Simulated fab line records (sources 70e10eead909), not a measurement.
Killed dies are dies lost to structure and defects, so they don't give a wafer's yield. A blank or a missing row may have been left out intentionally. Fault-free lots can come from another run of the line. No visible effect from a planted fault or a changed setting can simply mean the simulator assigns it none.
Struck lot and sound lot, side by side | flow nand-harc | 15 steps out of a route of 1302
Sound: the wafers L826.4, L826.5, L826.6. Wafers struck: L811.2, L811.3, L811.5. At the end, the cause is stated.
Order at every step that has rows: each side's tool, ch and its chambers, its first start. Under that, the readings that differ: sound wafers | struck wafers | difference of the means | sigmas: that difference in standard deviations of wafers without a fault.
alike: same words and numbers on both sides, and readings whose means sit less than 2 such deviations apart. not compared: any withheld reading, any reading some wafer has no value for, any bound like >300 that may hide the same value, and any number with overlapping values for which the record gives no deviation.
The two part at a step that has a row with sigmas, a row that says differs or no value, or rows on one side only. When numbers do not overlap yet have no deviation, they are printed without sigmas and do not part them. A reading missing from all wafers of one side parts the sides only when that side holds two or more wafers.

NHARC_P_M2_CD_MEAS_09: the cd target is 170 nm.
  sound on cd-sem-03 ch 0, day 15 04:59; struck on cd-sem-03 ch 0, day 8 17:23
  alike: cd-nm
NHARC_P_M2_OVL_MEAS_10: pitch 340 nm.
  struck on overlay-02, day 8 17:28; sound on overlay-01, day 15 05:04
  reading           | sound       | struck         | difference | sigmas
  overlay-y-nm (nm) | 0.9 1.6 1.4 | -2.0 -1.7 -1.4 | -3.0       | -3
  alike: overlay-x-nm
NHARC_P_M2_INSPECT_11:
  struck on defect-inspect-02, day 8 17:30; sound on defect-inspect-01, day 15 05:06
  alike: raw-defect-count
then, 1 step without rows for these wafers: NHARC_P_M2_DESCUM_14 (chemistry O2, time 3 s).
NHARC_P_M2_ETCH_35: etches the open film in N2/H2, target depth 40 nm, overetch 12 nm, time 43.94 s.
  sound on rie-diel-05 ch 2,3, day 15 05:15; struck on rie-diel-09 ch 2,3, day 8 17:39
  alike: drypump-motor-current-A, oes-product-au, rf-fwd-power-W, rf-vpp-V, showerhead-plenum-p-Torr, throttle-valve-pct
  not compared: rf-hours-counter-h
NHARC_P_M2_ETCH_15: etches the open film in C4F8/Ar, target depth 182.5 nm, time 91.2 s.
  sound: rie-diel-05 ch 0,1; struck: rie-diel-09 ch 0,1,3
  alike: oes-product-au, rf-fwd-power-W, rf-vpp-V
  not compared: rf-hours-counter-h
NHARC_P_M2_CD_MEAS_16:
  struck on cd-sem-02, day 8 17:52; sound on cd-sem-02, day 15 05:29
  alike: cd-nm
then, 1 step without rows for these wafers: NHARC_P_M2_STRIP_18 (strips in N2/H2).
NHARC_P_M2_ETCH_28: etches the open film in CF4/N2, target depth 30 nm, time 72.99 s.
  sound: rie-diel-09 ch 2,3; struck: rie-diel-05 ch 1,2,3
  alike: drypump-motor-current-A, oes-product-au, rf-fwd-power-W, rf-vpp-V, showerhead-plenum-p-Torr, throttle-valve-pct
  not compared: rf-hours-counter-h
then, 1 step without rows for these wafers: NHARC_P_M2_STRIP_19 (strips in post etch residue remover, time 600 s).
NHARC_P_M2_DEGAS_29: time 60 s.
  struck on pvd-sputter-02, day 8 18:35; sound on pvd-sputter-02, day 15 06:13
  alike: heater-power-w
NHARC_P_M2_PRE_CLEAN_30: time 30 s.
  sound on pvd-sputter-02; struck on pvd-sputter-02
  alike: heater-power-w
NHARC_P_M2_PVD_20: deposits TaN, target thk 5 nm, time 8.06 s.
  struck on pvd-sputter-02, day 8 18:58; sound on pvd-sputter-02, day 15 06:22
  alike: throttle-valve-pct
then, 1 step without rows for these wafers: NHARC_P_M2_PVD_21 (deposits Cu, target thk 30 nm, time 20.49 s).
-- record jumps: 18 days between struck wafers' starts before vs after; left off in module P_M2, resumes in module END, first step shown is number 1302 of the route --
NHARC_END_SORT_01:
  sound on prober-02 ch 0, day 33 07:17; struck on prober-02 ch 0, day 26 15:45
  reading         | sound | struck | difference | sigmas
  killed-at-other | 3 2 3 | 0 0 0  | -3         | -2
  alike: defect-limited-yield, killed-at-array, killed-at-periphery, killed-dies, killed-open, killed-short

WHERE THEY PART
Last at NHARC_END_SORT_01 as far as this record goes, first at NHARC_P_M2_OVL_MEAS_10.

WHY: what the simulator had put in
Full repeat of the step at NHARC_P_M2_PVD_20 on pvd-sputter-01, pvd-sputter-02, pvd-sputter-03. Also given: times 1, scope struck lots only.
